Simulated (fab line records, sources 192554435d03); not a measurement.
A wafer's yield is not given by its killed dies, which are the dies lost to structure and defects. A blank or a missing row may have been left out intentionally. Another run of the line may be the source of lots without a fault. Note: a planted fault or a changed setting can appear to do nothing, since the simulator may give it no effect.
Matching of chambers / flow n5-finfet / N5_BEOL_M8_STRIP_67 on rie-diel-03: 4 sister chambers
The step strips in CF4. 8 wafers are shown with their chamber, then 8 later ones without.

== WAFERS WITH THEIR CHAMBER ==
wafer=L083.1; chamber=1; showerhead-plenum-p-Torr (Torr)=1.82; drypump-motor-current-A (A)=5.9
wafer=L083.4; chamber=2; showerhead-plenum-p-Torr (Torr)=1.65; drypump-motor-current-A (A)=6.2
wafer=L087.1; chamber=2; showerhead-plenum-p-Torr (Torr)=1.64; drypump-motor-current-A (A)=6.1
wafer=L087.5; chamber=1; showerhead-plenum-p-Torr (Torr)=1.82; drypump-motor-current-A (A)=5.9
wafer=L089.1; chamber=0; showerhead-plenum-p-Torr (Torr)=1.76; drypump-motor-current-A (A)=5.6
wafer=L089.5; chamber=3; showerhead-plenum-p-Torr (Torr)=1.86; drypump-motor-current-A (A)=6.2
wafer=L089.6; chamber=0; showerhead-plenum-p-Torr (Torr)=1.76; drypump-motor-current-A (A)=5.6
wafer=L090.1; chamber=3; showerhead-plenum-p-Torr (Torr)=1.86; drypump-motor-current-A (A)=6.2

== WAFERS WITHOUT THEIR CHAMBER ==
wafer=L090.2; showerhead-plenum-p-Torr (Torr)=1.82; drypump-motor-current-A (A)=5.9
wafer=L090.5; showerhead-plenum-p-Torr (Torr)=1.86; drypump-motor-current-A (A)=6.2
wafer=L095.2; showerhead-plenum-p-Torr (Torr)=1.76; drypump-motor-current-A (A)=5.6
wafer=L095.3; showerhead-plenum-p-Torr (Torr)=1.81; drypump-motor-current-A (A)=5.9
wafer=L095.5; showerhead-plenum-p-Torr (Torr)=1.64; drypump-motor-current-A (A)=6.1
wafer=L096.1; showerhead-plenum-p-Torr (Torr)=1.64; drypump-motor-current-A (A)=6.2
wafer=L096.2; showerhead-plenum-p-Torr (Torr)=1.76; drypump-motor-current-A (A)=5.6
wafer=L096.4; showerhead-plenum-p-Torr (Torr)=1.86; drypump-motor-current-A (A)=6.2

== THE CHAMBER EACH PASSED THROUGH ==
wafer=L090.2; from the rows above=1; in truth=1
wafer=L090.5; from the rows above=3; in truth=3
wafer=L095.2; from the rows above=0; in truth=0
wafer=L095.3; from the rows above=1; in truth=1
wafer=L095.5; from the rows above=2; in truth=2
wafer=L096.1; from the rows above=2; in truth=2
wafer=L096.2; from the rows above=0; in truth=0
wafer=L096.4; from the rows above=3; in truth=3
8 of 8 placed correctly. Not placeable from these rows: 0. 0 placed wrongly.
How it was worked out, from the rows above alone: a wafer's distance from a chamber is the root of the sum, over the readings, of the square of ((its reading less the chamber's mean) divided by the reading's scatter). The wafer belongs to the nearest chamber; if the next one is less than 2 further off, it can't be placed. For every chamber, the mean is computed from those of its wafers that are shown. How the scatter is found: for the shown wafers, subtract from each reading the mean of its chamber, square and add these, divide the total by (wafers less chambers), then take the root.
